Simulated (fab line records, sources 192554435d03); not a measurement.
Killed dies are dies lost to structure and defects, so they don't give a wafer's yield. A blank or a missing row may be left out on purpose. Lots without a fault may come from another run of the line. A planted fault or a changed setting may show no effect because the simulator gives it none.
Chamber matching | flow n5_finfet | N5_BEOL_M14_DESCUM_33 on rie_diel-03: 4 sister chambers
The step chemistry O2, time 7.9 s. 4 wafers are shown with their chamber, then 10 later ones without.

WAFERS WITH THEIR CHAMBER
wafer  | chamber | showerhead_plenum_p_Torr (Torr)
L085.2 | 1       | 2.13
L085.4 | 2       | 2.00
L088.1 | 0       | 2.23
L088.3 | 3       | 2.14

WAFERS WITHOUT THEIR CHAMBER
wafer  | showerhead_plenum_p_Torr (Torr)
L088.6 | 2.23
L094.1 | 2.13
L094.2 | 2.12
L094.5 | 2.12
L096.2 | 2.13
L096.4 | 1.99
L096.5 | 2.13
L097.2 | 2.23
L097.3 | 1.99
L097.6 | 1.99

WHICH CHAMBER EACH WENT THROUGH
wafer  | from the rows above     | in truth
L088.6 | 0                       | 0
L094.1 | can't be placed: 1 or 3 | 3
L094.2 | can't be placed: 1 or 3 | 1
L094.5 | can't be placed: 1 or 3 | 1
L096.2 | can't be placed: 1 or 3 | 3
L096.4 | 2                       | 2
L096.5 | can't be placed: 1 or 3 | 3
L097.2 | 0                       | 0
L097.3 | 2                       | 2
L097.6 | 2                       | 2
Placed correctly: 5 of 10. Can't be placed from these rows: 5 (the true chamber is among the candidates in 5). Placed wrongly: 0.
How it was worked out, from the rows above alone: a wafer's distance from a chamber is the root of the sum, over the readings, of the square of ((its reading less the chamber's mean) divided by the reading's scatter). The wafer belongs to the nearest chamber; if the next one is less than 2 further off, it can't be placed. A chamber's mean is the mean of its shown wafers. The scatter: with one shown wafer a chamber, the root of the mean of the squares of how far each hidden wafer lies from its nearest shown one.
